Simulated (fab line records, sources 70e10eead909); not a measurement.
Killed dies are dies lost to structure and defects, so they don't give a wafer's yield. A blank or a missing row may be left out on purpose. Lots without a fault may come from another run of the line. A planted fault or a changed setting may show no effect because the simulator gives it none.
fab line records | flow nand_harc
record lots=14 wafers=42 last_day=24
route steps=1159 shown A_ONON_D1@425 A_CHANNEL_HOLE_D1@450 END@1159
lots that met no fault: from a run of the same line without faults
start_h: hours from the record's first day to the start of the lot's first wafer shown | wait_h: hours since the lot's step before | " the same as in the row above | L1.1+2: a row that stands for several wafers | - no value, or no start given | * or withheld: withheld | < > ~ a bound
route shown NAME@n: a module of which the file shows steps, and the number in the route of the first | usual: mean/standard deviation of fault-free wafers | same: alike in all rows | chamber/n: place in a boat | sites: the reading at each site | _std_site: their standard deviation | _edge_site: outer sites' mean less inner sites' | radius_mm: how far each site lies from the wafer's centre | mask NAME#n: copy n | behind: the tool/chamber that last shaped the wafer | hold: why the lot was held/for how many hours/how that ended | device: the transistor (n, p or np) that didn't switch | end of line: the same wafers' tests at the end of the route | a step without rows: its recipe alone | killed: dies lost to structure and defects at the first sort, not the wafer's yield | map: a wafer's dies, x killed, . not, _ none there
set.NAME: the setting as run; set.NAME@STEP: as run at that earlier step | model.NAME: the simulator's own value behind a step, which no gauge read
steps of the route over a sample of lots; a table a step, a row a wafer
services: from which hour (start_h, from the record's first day; less than 0 if before it) a tool's chamber was out of use, for how many hours, and why
## steps
# step NHARC_A_ONON_D1_THK_MEAS_02
# recipe thk_meas_gauge=ellipsometry
# usual thk_nm=1004/8.2
# columns lot.wafer tool chamber start_h wait_h thk_nm
L842.1 film_metro-02 - 164.19 - 1003
L842.3 " - " " 1003
L842.6 " - " " 1000
L844.2 film_metro-02 - 171.50 - 1010
L844.4 " - " " 1012
L844.5 " - " " 1009
L843.3 film_metro-01 - 171.50 - 1005
L843.5 " - " " 1004
L843.6 " - " " 1005
L845.2 film_metro-02 - 181.57 - 1011
L845.4 " - " " 1012
L845.6 " - " " 1013
L846.1 film_metro-01 - 181.59 - 1009
L846.4 " - " " 1006
L846.6 " - " " 1009
L847.1 film_metro-01 - 187.15 - 1005
L847.4 " - " " 1007
L847.6 " - " " 1008
L848.1 film_metro-02 - 187.18 - 1009
L848.2 " - " " 1010
L848.6 " - " " 1009
L852.1 film_metro-01 - 221.11 - 1011
L852.5 " - " " 1009
L852.6 " - " " 1009
L855.3 film_metro-01 - 232.05 - 1014
L855.4 " - " " 1014
L855.5 " - " " 1015
L859.3 film_metro-01 - 258.12 - 1007
L859.4 " - " " 1007
L859.5 " - " " 1007
L858.2 film_metro-02 - 258.14 - 1010
L858.4 " - " " 1010
L858.5 " - " " 1007
L861.1 film_metro-02 - 272.28 - 995
L861.2 " - " " 994
L861.5 " - " " 995
L864.1 film_metro-01 - 289.99 - 1010
L864.3 " - " " 1011
L864.5 " - " " 1009
L865.1 film_metro-02 - 303.83 - 991
L865.5 " - " " 989
L865.6 " - " " 992
# step NHARC_A_ONON_D1_DEP_22
# recipe target_thk_a=10000 n2_flow_sccm=2750 n2o_flow_sccm=2000 nh3_flow_sccm=500 sih4_flow_sccm=210 temp_c=400
# usual susceptor_temp_C=399.97/0.22
# columns lot.wafer tool chamber start_h wait_h susceptor_temp_C
L842.1 pecvd_onon-02 0 176.16 0.1 400.04
L842.3 " 0 " " 400.08
L842.6 " 0 " " 400.06
L843.3 pecvd_onon-03 0 183.67 0.2 399.58
L843.5 " 0 " " 399.58
L843.6 " 0 " " 399.80
L844.2 pecvd_onon-02 0 183.74 0.1 399.65
L844.4 " 0 " " 399.69
L844.5 " 0 " " 399.85
L846.1 pecvd_onon-03 0 191.60 0.1 399.73
L846.4 " 0 " " 400.01
L846.6 " 0 " " 399.92
L845.2 pecvd_onon-01 0 191.63 0.1 400.04
L845.4 " 0 " " 399.76
L845.6 " 0 " " 399.98
L848.1 pecvd_onon-02 0 197.21 0.1 400.23
L848.2 " 0 " " 400.10
L848.6 " 0 " " 400.14
L847.1 pecvd_onon-03 0 197.21 0.1 399.90
L847.4 " 0 " " 399.93
L847.6 " 0 " " 400.07
L852.1 pecvd_onon-02 0 231.19 0.1 399.75
L852.5 " 0 " " 399.74
L852.6 " 0 " " 399.81
L855.3 pecvd_onon-02 0 242.18 0.2 400.24
L855.4 " 0 " " 400.18
L855.5 " 0 " " 400.26
L858.2 pecvd_onon-03 0 268.84 0.1 400.01
L858.4 " 0 " " 400.13
L858.5 " 0 " " 400.31
L859.3 pecvd_onon-01 0 268.89 0.2 399.68
L859.4 " 0 " " 400.09
L859.5 " 0 " " 399.75
L861.1 pecvd_onon-03 0 282.41 0.1 400.03
L861.2 " 0 " " 400.31
L861.5 " 0 " " 400.21
L864.1 pecvd_onon-03 0 299.93 0.1 399.95
L864.3 " 0 " " 399.78
L864.5 " 0 " " 399.83
L865.1 pecvd_onon-01 0 313.92 0.1 400.07
L865.5 " 0 " " 399.84
L865.6 " 0 " " 399.95
# step NHARC_A_ONON_D1_THK_MEAS_24
# recipe thk_meas_gauge=ellipsometry
# usual thk_nm=1001/8.9
# columns lot.wafer tool chamber start_h wait_h thk_nm
L842.1 film_metro-02 - 176.67 - 1006
L842.3 " - " " 1007
L842.6 " - " " 1008
L843.3 film_metro-01 - 184.06 - 996
L843.5 " - " " 997
L843.6 " - " " 997
L844.2 film_metro-01 - 184.19 - 998
L844.4 " - " " 997
L844.5 " - " " 995
L845.2 film_metro-02 - 192.12 - 1003
L845.4 " - " " 1001
L845.6 " - " " 1001
L846.1 film_metro-01 - 192.14 - 1007
L846.4 " - " " 1006
L846.6 " - " " 1004
L848.1 film_metro-02 - 197.72 - 1010
L848.2 " - " " 1009
L848.6 " - " " 1009
L847.1 film_metro-01 - 197.73 - 989
L847.4 " - " " 990
L847.6 " - " " 987
L852.1 film_metro-02 - 231.69 - 1535
L852.5 " - " " 1534
L852.6 " - " " 1535
L855.3 film_metro-01 - 242.57 - 1536
L855.4 " - " " 1537
L855.5 " - " " 1536
L859.3 film_metro-01 - 269.29 - 980
L859.4 " - " " 983
L859.5 " - " " 980
L858.2 film_metro-01 - 269.31 - 998
L858.4 " - " " 1000
L858.5 " - " " 1001
L861.1 film_metro-02 - 282.92 - 1002
L861.2 " - " " 1003
L861.5 " - " " 1004
L864.1 film_metro-01 - 300.44 - 1006
L864.3 " - " " 1007
L864.5 " - " " 1005
L865.1 film_metro-02 - 314.42 - 1001
L865.5 " - " " 1000
L865.6 " - " " 1000
# step NHARC_A_CHANNEL_HOLE_D1_DEP_00
# recipe target_thk_a=31000 temp_c=400 material=aC
# usual susceptor_temp_C=399.96/0.22 throttle_valve_pct=35.000/0.0091
# columns lot.wafer tool chamber start_h wait_h susceptor_temp_C throttle_valve_pct
L842.1 acl_dep-01 0 178.85 0.5 - 34.991
L842.3 " 0 " " - 35.006
L842.6 " 0 " " - 34.999
L843.3 acl_dep-02 0 188.02 2.3 400.11 35.009
L843.5 " 0 " " 400.03 34.991
L843.6 " 0 " " 400.11 34.976
L844.2 acl_dep-01 0 188.18 2.3 399.80 34.988
L844.4 " 0 " " 400.13 35.005
L844.5 " 0 " " 400.21 34.990
L846.1 acl_dep-01 0 193.94 0.1 - 34.990
L846.4 " 0 " " - 34.994
L846.6 " 0 " " - 35.000
L845.2 acl_dep-02 0 194.19 0.4 400.08 35.005
L845.4 " 0 " " 399.73 34.995
L845.6 " 0 " " 399.57 35.022
L848.1 acl_dep-02 0 200.90 1.5 - 35.000
L848.2 " 0 " " - 34.998
L848.6 " 0 202.46 3.0 - 35.019
L847.1 acl_dep-01 0 200.98 1.4 399.62 34.998
L847.4 " 0 " " 399.86 35.002
L847.6 " 0 " " 399.93 34.998
L859.3 acl_dep-01 0 271.68 0.7 399.71 35.020
L859.4 " 0 " " 399.98 35.001
L859.5 " 0 " " 399.77 34.992
L858.2 acl_dep-02 0 272.79 1.6 400.09 35.008
L858.4 " 0 " " 400.26 34.978
L858.5 " 0 " " 400.11 35.002
L861.1 acl_dep-02 0 286.19 1.3 - 35.009
L861.2 " 0 " " - 34.996
L861.5 " 0 " " - 35.013
L864.1 acl_dep-02 0 304.55 2.1 - 35.012
L864.3 " 0 " " - 35.010
L864.5 " 0 " " - 35.005
L865.1 acl_dep-03 0 316.22 0.1 400.17 35.005
L865.5 " 0 317.49 1.3 399.87 34.998
L865.6 " 0 " " 399.96 34.995
# step NHARC_END_SORT_01
# recipe temp_c=25
# usual killed_at_array=29/11 killed_at_other=0.7/1.1 killed_at_periphery=3.1/2 killed_dies=33/11 killed_open=3.5/1.8 killed_short=2.0/1.4
# same gross_dies=677
# columns lot.wafer tool chamber start_h wait_h killed_at_array killed_at_other killed_at_periphery killed_dies killed_open killed_short
L852.1 prober-01 0 518.18 2.5 673 0 4 677 4 1
L852.5 prober-01 0 521.31 3.6 673 0 4 677 3 2
L852.6 prober-01 0 522.09 3.9 670 0 7 677 8 3
L855.3 prober-02 0 519.80 3.1 675 0 2 677 3 3
L855.4 prober-02 0 520.60 3.4 676 0 1 677 3 5
L855.5 prober-02 0 521.41 3.7 676 1 0 677 2 4
# killed by level:class
L852.1 A_ONON_D1:area_dep=650 A_SLIT:chamber_film_flake=8 A_CHANNEL_HOLE_D1:chamber_film_flake=6 A_CONTACT:chamber_film_flake=3 A_M0:geometric_particle:open=2 P_ZERO_WELL:chamber_film_flake=2 A_STAIRCASE:chamber_film_flake=2 P_BONDPAD:geometric_particle:open=1
L855.3 A_ONON_D1:area_dep=647 A_SLIT:chamber_film_flake=12 A_CHANNEL_HOLE_D1:chamber_film_flake=4 A_STAIRCASE:chamber_film_flake=4 A_SGD_CUT:geometric_particle:short=2 A_CONTACT:chamber_film_flake=2 P_CONTACT:geometric_particle:open=1 A_CHANNEL_HOLE_D1:geometric_particle:open=1
L855.4 A_ONON_D1:area_dep=642 A_SLIT:chamber_film_flake=13 A_STAIRCASE:chamber_film_flake=8 A_CHANNEL_HOLE_D1:chamber_film_flake=3 A_WL_FILL:chamber_film_flake=2 P_CONTACT:geometric_particle:open=1 A_ONON_D1:geometric_particle:short=1 A_ONON_D1:geometric_particle:open=1
L852.5 A_ONON_D1:area_dep=641 A_SLIT:chamber_film_flake=11 A_STAIRCASE:chamber_film_flake=6 A_CONTACT:chamber_film_flake=6 A_CHANNEL_HOLE_D1:chamber_film_flake=3 A_WL_FILL:geometric_particle:open=2 P_ZERO_WELL:chamber_film_flake=2 P_M0:geometric_particle:open=1
L855.5 A_ONON_D1:area_dep=637 A_SLIT:chamber_film_flake=18 A_STAIRCASE:chamber_film_flake=8 A_CHANNEL_HOLE_D1:chamber_film_flake=6 A_CHANNEL_FILL_D1:geometric_particle:short=2 A_SGD_CUT:geometric_particle:short=2 A_CHANNEL_HOLE_D1:geometric_particle:open=1 A_SGD_CUT:geometric_particle:open=1
L852.6 A_ONON_D1:area_dep=640 A_SLIT:chamber_film_flake=13 P_ZERO_WELL:chamber_film_flake=3 A_CHANNEL_HOLE_D1:chamber_film_flake=3 A_STAIRCASE:chamber_film_flake=3 A_CONTACT:chamber_film_flake=3 A_CHANNEL_FILL_D1:geometric_particle:open=2 A_CONTACT:geometric_particle:open=2
## services
# columns tool chamber start_h hours kind
pecvd_onon-03 - 153.33 13.0 pm
acl_dep-02 - 167.68 13.0 pm
pecvd_onon-01 - 195.00 13.0 pm
acl_dep-03 - 225.34 13.0 pm
pecvd_onon-01 - 231.01 8.7 repair
pecvd_onon-01 - 241.36 5.8 repair
pecvd_onon-02 - 278.82 0.2 repair
pecvd_onon-02 - 292.36 13.0 pm
acl_dep-01 - 293.25 13.0 pm
## key
first_sign step=NHARC_A_ONON_D1_THK_MEAS_24 reading=thk_nm direction=up sigmas=60 usual=1001 struck=1536
effect step=NHARC_END_SORT_01 reading=killed_dies direction=up sigmas=61 usual=33 struck=677
more_kills_born_at NHARC_A_ONON_D1_DEP_22@pecvd_onon-02=3857
met_at NHARC_A_ONON_D1_DEP_22
struck_lots L852,L855
struck_wafers L852.1,L852.5,L852.6,L855.3,L855.4,L855.5
later_rows_left_out L852.1,L852.5,L852.6,L855.3,L855.4,L855.5
tester_left_out L852,L855
not_acting_at NHARC_A_ONON_D1_THK_MEAS_02,NHARC_A_CHANNEL_HOLE_D1_DEP_00
onset_between 197.21 231.19
fault kind=process_parameter_drift tool=pecvd_onon-02 chamber=0 onset_h=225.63 steps=NHARC_A_ONON_D1_DEP_22 channel=target_thk_a offset=* shape=step end_h=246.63 acts_in=* stated=*
# tester_left_out: of these lots the tester's yield and bins aren't shown, on N5 and GAA mostly nor the transistor test; their killed dies are dies lost to structure and defects alone, not to doping, threshold or leakage, so they don't give the yield
# later_rows_left_out: the simulator's readings of these wafers behind a module that went badly wrong aren't trusted and aren't shown, but for the sort
